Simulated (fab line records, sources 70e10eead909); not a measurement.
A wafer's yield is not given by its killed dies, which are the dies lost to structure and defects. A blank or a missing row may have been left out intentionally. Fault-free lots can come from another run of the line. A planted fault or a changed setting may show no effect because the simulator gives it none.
Which tool is to blame? | flow nand harc | Sampling: 15 lots, 45 wafers, 4 of 1302 route steps

## WHAT THE GAUGES READ, wafer by wafer
No reading from a measuring or inspecting step in the record can be judged against a usual standard deviation.

## WHICH TOOL RAN EACH LOT (tool, then ch and the chambers of the sampled wafers, then the start)
lot  | NHARC_A_CONTACT_ETCH_115             | NHARC_A_CONTACT_ETCH_121             | NHARC_A_CONTACT_EXPOSE_66          | NHARC_A_CONTACT_ETCH_124
L136 | har cap etch-02 ch 0,1, day 22 10:58 | har cap etch-02 ch 0,1, day 22 11:59 | arfi scanner-02 ch 0, day 22 19:58 | har cap etch-01 ch 0,1, day 22 21:51
L138 | har cap etch-03 ch 0,1, day 23 03:10 | har cap etch-03 ch 0,1, day 23 04:11 | arfi scanner-02 ch 0, day 23 10:20 | har cap etch-01 ch 0,1, day 23 12:16
L139 | har cap etch-02 ch 0,1, day 24 08:21 | har cap etch-02 ch 0,1, day 24 09:23 | arfi scanner-03 ch 0, day 24 15:40 | har cap etch-01 ch 0,1, day 24 17:35
L141 | har cap etch-03 ch 0, day 24 18:53   | har cap etch-03 ch 0, day 24 19:54   | arfi scanner-02 ch 0, day 25 03:14 | har cap etch-03 ch 0,1, day 25 05:08
L140 | har cap etch-02 ch 0,1, day 25 01:52 | har cap etch-02 ch 0,1, day 25 02:52 | arfi scanner-03 ch 0, day 25 11:23 | har cap etch-03 ch 0,1, day 25 13:15
L143 | har cap etch-01 ch 0,1, day 25 11:09 | har cap etch-01 ch 0,1, day 25 12:10 | arfi scanner-03 ch 0, day 25 20:48 | har cap etch-02 ch 1, day 25 22:41
L142 | har cap etch-03 ch 0,1, day 25 20:28 | har cap etch-03 ch 0,1, day 25 21:29 | arfi scanner-01 ch 0, day 26 06:51 | har cap etch-02 ch 0,1, day 26 08:46
L148 | har cap etch-02 ch 1, day 26 22:14   | har cap etch-02 ch 1, day 26 23:16   | arfi scanner-01 ch 0, day 27 07:20 | har cap etch-02 ch 0,1, day 27 09:12
L147 | har cap etch-03 ch 0,1, day 26 23:40 | har cap etch-03 ch 0,1, day 27 00:40 | arfi scanner-01 ch 0, day 27 09:17 | har cap etch-01 ch 0,1, day 27 11:09
L146 | har cap etch-01 ch 0,1, day 27 02:34 | har cap etch-01 ch 0,1, day 27 03:35 | arfi scanner-02 ch 0, day 27 11:45 | har cap etch-02 ch 0,1, day 27 13:40
L153 | har cap etch-03 ch 0,1, day 28 20:10 | har cap etch-03 ch 0,1, day 28 21:11 | arfi scanner-03 ch 0, day 29 04:39 | har cap etch-03 ch 0,1, day 29 06:31
L151 | har cap etch-02 ch 0,1, day 29 01:00 | har cap etch-02 ch 0,1, day 29 02:22 | arfi scanner-01 ch 0, day 29 13:40 | har cap etch-03 ch 0,1, day 29 15:52
L154 | har cap etch-01 ch 0,1, day 29 08:42 | har cap etch-01 ch 0,1, day 29 09:43 | arfi scanner-02, day 29 20:11      | har cap etch-03 ch 1, day 29 22:05
L155 | har cap etch-03 ch 0,1, day 30 13:44 | har cap etch-03 ch 0,1, day 30 14:46 | arfi scanner-01, day 30 21:11      | har cap etch-02 ch 0,1, day 30 23:27
L156 | har cap etch-01 ch 0,1, day 30 15:07 | har cap etch-01 ch 0,1, day 30 16:28 | arfi scanner-03, day 31 00:10      | har cap etch-03 ch 0,1, day 31 02:02
- NHARC_A_CONTACT_ETCH_115: etches the open film in C4F8/O2/Ar, time 190 s, target depth 1850 nm.
- NHARC_A_CONTACT_ETCH_121: etches the open film in C4F8/O2/Ar, time 190 s, target depth 1850 nm.
- NHARC_A_CONTACT_EXPOSE_66: exposes mask A CC 2.
- NHARC_A_CONTACT_ETCH_124: etches the open film in C4F8/O2/Ar, time 140 s, target depth 700 nm.

## WHAT THE TOOLS THEMSELVES READ (means of the sampled wafers that have a number; where no wafer has one, the mark that the record gives instead)
NHARC_A_CONTACT_ETCH_115. Usual: chamber pressure mTorr 19.999 mTorr, standard deviation 0.02; oes air line au 1.001 a.u., standard deviation 0.019.
lot  | tool            | chamber pressure mTorr (mTorr) | oes air line au (a.u.) | flag
L136 | har cap etch-02 | 20.001                         | 0.994                  |
L138 | har cap etch-03 | 19.989                         | 1.017                  |
L139 | har cap etch-02 | 19.990                         | 0.991                  |
L141 | har cap etch-03 | 20.013                         | 0.991                  |
L140 | har cap etch-02 | 20.000                         | 1.012                  |
L143 | har cap etch-01 | 19.996                         | 0.991                  |
L142 | har cap etch-03 | 19.997                         | 0.994                  |
L148 | har cap etch-02 | 19.994                         | 0.990                  |
L147 | har cap etch-03 | 20.016                         | 1.001                  |
L146 | har cap etch-01 | 19.992                         | 0.983                  |
L153 | har cap etch-03 | 20.014                         | 0.990                  |
L151 | har cap etch-02 | 19.997                         | 1.012                  |
L154 | har cap etch-01 | 20.003                         | 1.001                  |
L155 | har cap etch-03 | 20.013                         | 1.030                  |
L156 | har cap etch-01 | 20.010                         | 1.000                  |

NHARC_A_CONTACT_ETCH_121. Usual: chamber pressure mTorr 19.999 mTorr, standard deviation 0.016; oes air line au 1.001 a.u., standard deviation 0.02.
lot  | tool            | chamber pressure mTorr (mTorr) | oes air line au (a.u.) | flag
L136 | har cap etch-02 | 19.977                         | 1.007                  |
L138 | har cap etch-03 | 19.996                         | 0.992                  |
L139 | har cap etch-02 | 19.999                         | 1.017                  |
L141 | har cap etch-03 | 20.005                         | 0.994                  |
L140 | har cap etch-02 | 19.993                         | 0.993                  |
L143 | har cap etch-01 | 19.994                         | 1.015                  |
L142 | har cap etch-03 | 19.993                         | 0.961                  |
L148 | har cap etch-02 | 20.007                         | 1.015                  |
L147 | har cap etch-03 | 19.996                         | 1.003                  |
L146 | har cap etch-01 | 19.990                         | 1.008                  |
L153 | har cap etch-03 | 19.999                         | 0.980                  |
L151 | har cap etch-02 | 20.009                         | 1.007                  |
L154 | har cap etch-01 | 19.999                         | 1.010                  |
L155 | har cap etch-03 | 19.997                         | 1.002                  |
L156 | har cap etch-01 | 19.991                         | 0.985                  |

NHARC_A_CONTACT_EXPOSE_66. Usual: exposure dose mJ cm2 58.95, standard deviation 0.059; focus offset nm 0.0 nm, standard deviation 0.56.
lot  | tool            | exposure dose mJ cm2 | focus offset nm (nm) | flag
L136 | arfi scanner-02 | 59.03                | 0.0                  |
L138 | arfi scanner-02 | 58.99                | -0.5                 |
L139 | arfi scanner-03 | 58.96                | -0.1                 |
L141 | arfi scanner-02 | 58.95                | 0.0                  |
L140 | arfi scanner-03 | 58.99                | 0.2                  |
L143 | arfi scanner-03 | 58.90                | -0.2                 |
L142 | arfi scanner-01 | 58.96                | -0.2                 |
L148 | arfi scanner-01 | 59.01                | -1.2                 |
L147 | arfi scanner-01 | 58.92                | 0.5                  |
L146 | arfi scanner-02 | 58.98                | 0.4                  |
L153 | arfi scanner-03 | 58.91                | 0.4                  |
L151 | arfi scanner-01 | 59.02                | 0.3                  |
L154 | arfi scanner-02 | -                    | -                    | OFF
L155 | arfi scanner-01 | -                    | -                    | OFF
L156 | arfi scanner-03 | -                    | -                    | OFF

NHARC_A_CONTACT_ETCH_124. Usual: chamber pressure mTorr 20.001 mTorr, standard deviation 0.019; oes air line au 0.999 a.u., standard deviation 0.022.
lot  | tool            | chamber pressure mTorr (mTorr) | oes air line au (a.u.) | flag
L136 | har cap etch-01 | 20.003                         | 1.019                  |
L138 | har cap etch-01 | 20.006                         | 1.030                  |
L139 | har cap etch-01 | 20.009                         | 1.004                  |
L141 | har cap etch-03 | 19.990                         | 1.002                  |
L140 | har cap etch-03 | 20.009                         | 0.977                  |
L143 | har cap etch-02 | 20.013                         | 1.028                  |
L142 | har cap etch-02 | 19.998                         | 0.981                  |
L148 | har cap etch-02 | 20.010                         | 1.018                  |
L147 | har cap etch-01 | 20.006                         | 0.982                  |
L146 | har cap etch-02 | 20.025                         | 0.994                  |
L153 | har cap etch-03 | 20.018                         | 0.993                  |
L151 | har cap etch-03 | 20.002                         | 1.005                  |
L154 | har cap etch-03 | 19.990                         | 0.989                  |
L155 | har cap etch-02 | 19.997                         | 0.989                  |
L156 | har cap etch-03 | 19.991                         | 0.994                  |

## THE ANSWER, worked out from the rows above alone
Rule: a lot counts as off when the mean over its wafers that have a number is more than 3 standard deviations away from the usual mean. Also off: a lot with no number at a reading for which 4 or more lots have one. Any other lot the step has rows for is counted as sound. Order of review: gauges by route order, followed by the tools' own readings, for which a lot's mean as printed above is used. At the first step where some lot is off, the reading lying furthest off is the one used; lots without a number count as furthest.
Off at NHARC_A_CONTACT_EXPOSE_66 (exposure dose mJ cm2): L154, L155, L156. Without a number there: L154, L155, L156.
A tool fits if, at that step or a process step before it, it ran every lot that is off, and no sound lot after the first of them. Not one of the candidates tried fits.

## WHAT THE SIMULATOR HAD INSERTED
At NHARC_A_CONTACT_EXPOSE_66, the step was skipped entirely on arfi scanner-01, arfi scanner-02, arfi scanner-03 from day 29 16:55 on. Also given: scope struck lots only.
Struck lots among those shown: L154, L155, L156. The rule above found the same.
